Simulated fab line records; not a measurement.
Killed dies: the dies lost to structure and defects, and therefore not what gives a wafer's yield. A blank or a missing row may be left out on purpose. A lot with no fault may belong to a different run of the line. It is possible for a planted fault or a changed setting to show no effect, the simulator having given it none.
Split-lot trial / flow n5_finfet / 39 wafers read from 7 lots, route of 1938 steps

ABOUT THE SPLIT
At N5_DUMMY_GATE_ETCH_37 (etches SOC in N2/H2, target depth 60 nm, overetch 30 nm), the setting source_w was moved away from the recipe's 840 W on 6 of the 39 wafers read, by -7.6% to +14.4%. The other wafers ran this setting at the recipe's value.

Reading taken at the split's own step.

THE READING
rf_vpp_V, in V, at N5_DUMMY_GATE_ETCH_37 (etches SOC in N2/H2, target depth 60 nm, overetch 30 nm). A value of 524.5 V with a standard deviation of 1.8 V is what fault-free wafers of this fab line usually give.

wafer=L074.1; tool, chamber at the split=rie_diel-05, 3; source_w as run, W=840; against the recipe=recipe; rf_vpp_V, V=524.4; against lot-mates on the recipe=-
wafer=L074.2; tool, chamber at the split=rie_diel-05, 2; source_w as run, W=840; against the recipe=recipe; rf_vpp_V, V=524.6; against lot-mates on the recipe=-
wafer=L074.3; tool, chamber at the split=rie_diel-05, 1; source_w as run, W=840; against the recipe=recipe; rf_vpp_V, V=523.8; against lot-mates on the recipe=-
wafer=L074.4; tool, chamber at the split=rie_diel-05, 0; source_w as run, W=840; against the recipe=recipe; rf_vpp_V, V=524.1; against lot-mates on the recipe=-
wafer=L074.5; tool, chamber at the split=rie_diel-05, 3; source_w as run, W=840; against the recipe=recipe; rf_vpp_V, V=521.9; against lot-mates on the recipe=-
wafer=L074.6; tool, chamber at the split=rie_diel-05, 0; source_w as run, W=840; against the recipe=recipe; rf_vpp_V, V=523.9; against lot-mates on the recipe=-
wafer=L075.1; tool, chamber at the split=rie_diel-05, 3; source_w as run, W=840; against the recipe=recipe; rf_vpp_V, V=521.0; against lot-mates on the recipe=-
wafer=L075.2; tool, chamber at the split=rie_diel-05, 0; source_w as run, W=840; against the recipe=recipe; rf_vpp_V, V=522.6; against lot-mates on the recipe=-
wafer=L075.6; tool, chamber at the split=rie_diel-05, 1; source_w as run, W=840; against the recipe=recipe; rf_vpp_V, V=524.5; against lot-mates on the recipe=-
wafer=L081.1; tool, chamber at the split=rie_diel-04, 3; source_w as run, W=840; against the recipe=recipe; rf_vpp_V, V=523.5; against lot-mates on the recipe=-
wafer=L081.2; tool, chamber at the split=rie_diel-04, 0; source_w as run, W=840; against the recipe=recipe; rf_vpp_V, V=527.7; against lot-mates on the recipe=-
wafer=L081.3; tool, chamber at the split=rie_diel-04, 2; source_w as run, W=840; against the recipe=recipe; rf_vpp_V, V=526.2; against lot-mates on the recipe=-
wafer=L081.4; tool, chamber at the split=rie_diel-04, 1; source_w as run, W=840; against the recipe=recipe; rf_vpp_V, V=524.8; against lot-mates on the recipe=-
wafer=L081.5; tool, chamber at the split=rie_diel-04, 2; source_w as run, W=840; against the recipe=recipe; rf_vpp_V, V=527.5; against lot-mates on the recipe=-
wafer=L081.6; tool, chamber at the split=rie_diel-04, 3; source_w as run, W=840; against the recipe=recipe; rf_vpp_V, V=524.9; against lot-mates on the recipe=-
wafer=L088.1; tool, chamber at the split=rie_diel-05, 0; source_w as run, W=840; against the recipe=recipe; rf_vpp_V, V=523.5; against lot-mates on the recipe=-
wafer=L088.2; tool, chamber at the split=rie_diel-05, 2; source_w as run, W=840; against the recipe=recipe; rf_vpp_V, V=525.5; against lot-mates on the recipe=-
wafer=L088.3; tool, chamber at the split=rie_diel-05, 1; source_w as run, W=775.9; against the recipe=-7.6%; rf_vpp_V, V=538.1; against lot-mates on the recipe=+13.8
wafer=L088.4; tool, chamber at the split=rie_diel-05, 3; source_w as run, W=775.9; against the recipe=-7.6%; rf_vpp_V, V=538.3; against lot-mates on the recipe=+14.0
wafer=L088.5; tool, chamber at the split=rie_diel-05, 3; source_w as run, W=775.9; against the recipe=-7.6%; rf_vpp_V, V=537.0; against lot-mates on the recipe=+12.7
wafer=L088.6; tool, chamber at the split=rie_diel-05, 2; source_w as run, W=840; against the recipe=recipe; rf_vpp_V, V=524.0; against lot-mates on the recipe=-
wafer=L086.1; tool, chamber at the split=rie_diel-05, 3; source_w as run, W=840; against the recipe=recipe; rf_vpp_V, V=522.6; against lot-mates on the recipe=-
wafer=L086.2; tool, chamber at the split=rie_diel-05, 1; source_w as run, W=840; against the recipe=recipe; rf_vpp_V, V=523.3; against lot-mates on the recipe=-
wafer=L086.3; tool, chamber at the split=rie_diel-05, 0; source_w as run, W=840; against the recipe=recipe; rf_vpp_V, V=523.7; against lot-mates on the recipe=-
wafer=L086.4; tool, chamber at the split=rie_diel-05, 2; source_w as run, W=840; against the recipe=recipe; rf_vpp_V, V=524.0; against lot-mates on the recipe=-
wafer=L086.5; tool, chamber at the split=rie_diel-05, 1; source_w as run, W=840; against the recipe=recipe; rf_vpp_V, V=523.9; against lot-mates on the recipe=-
wafer=L086.6; tool, chamber at the split=rie_diel-05, 2; source_w as run, W=840; against the recipe=recipe; rf_vpp_V, V=524.3; against lot-mates on the recipe=-
wafer=L092.1; tool, chamber at the split=rie_diel-04, 3; source_w as run, W=840; against the recipe=recipe; rf_vpp_V, V=524.8; against lot-mates on the recipe=-
wafer=L092.2; tool, chamber at the split=rie_diel-04, 1; source_w as run, W=840; against the recipe=recipe; rf_vpp_V, V=524.9; against lot-mates on the recipe=-
wafer=L092.3; tool, chamber at the split=rie_diel-04, 2; source_w as run, W=840; against the recipe=recipe; rf_vpp_V, V=526.4; against lot-mates on the recipe=-
wafer=L092.4; tool, chamber at the split=rie_diel-04, 0; source_w as run, W=840; against the recipe=recipe; rf_vpp_V, V=527.0; against lot-mates on the recipe=-
wafer=L092.5; tool, chamber at the split=rie_diel-04, 2; source_w as run, W=840; against the recipe=recipe; rf_vpp_V, V=526.8; against lot-mates on the recipe=-
wafer=L092.6; tool, chamber at the split=rie_diel-04, 1; source_w as run, W=840; against the recipe=recipe; rf_vpp_V, V=524.6; against lot-mates on the recipe=-
wafer=L096.1; tool, chamber at the split=rie_diel-04, 0; source_w as run, W=840; against the recipe=recipe; rf_vpp_V, V=528.7; against lot-mates on the recipe=-
wafer=L096.2; tool, chamber at the split=rie_diel-04, 2; source_w as run, W=960.9; against the recipe=+14.4%; rf_vpp_V, V=504.0; against lot-mates on the recipe=-22.2
wafer=L096.3; tool, chamber at the split=rie_diel-04, 3; source_w as run, W=960.9; against the recipe=+14.4%; rf_vpp_V, V=499.7; against lot-mates on the recipe=-26.5
wafer=L096.4; tool, chamber at the split=rie_diel-04, 1; source_w as run, W=840; against the recipe=recipe; rf_vpp_V, V=523.5; against lot-mates on the recipe=-
wafer=L096.5; tool, chamber at the split=rie_diel-04, 1; source_w as run, W=960.9; against the recipe=+14.4%; rf_vpp_V, V=500.7; against lot-mates on the recipe=-25.5
wafer=L096.6; tool, chamber at the split=rie_diel-04, 2; source_w as run, W=840; against the recipe=recipe; rf_vpp_V, V=526.5; against lot-mates on the recipe=-

FIT RESULTS
A straight line over all 39 wafers: rf_vpp_V changes by -1.64 V for each +1% of source_w; r = -0.98; the points scatter about the line by 1.7 V.
The same after taking each lot's own level away (the mean of its wafers on the recipe; 39 wafers): -1.73 V for each +1%; r = -0.99; scatter 1.3 V.
On that fit, the largest move of source_w shifts the reading by 25 V.
Across the lots, their own levels run from 522.70 to 526.23 V, a range of 2.0 times the standard deviation given above.
Hence the lot-to-lot level has little effect on the slope; both slopes agree.
Check: -25.9 V against its lot-mates is what the line predicts for one of the wafers moved furthest among these (+14.4%) when that wafer is left out of the fit. It came out at -22.2 V against them.
Tool readings at the split's step, against how far the setting was moved: rf_vpp_V r = -0.98.

FILE'S OWN FIT
rf_vpp_V changes by -1.73 V for each +1% of source_w, r = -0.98.
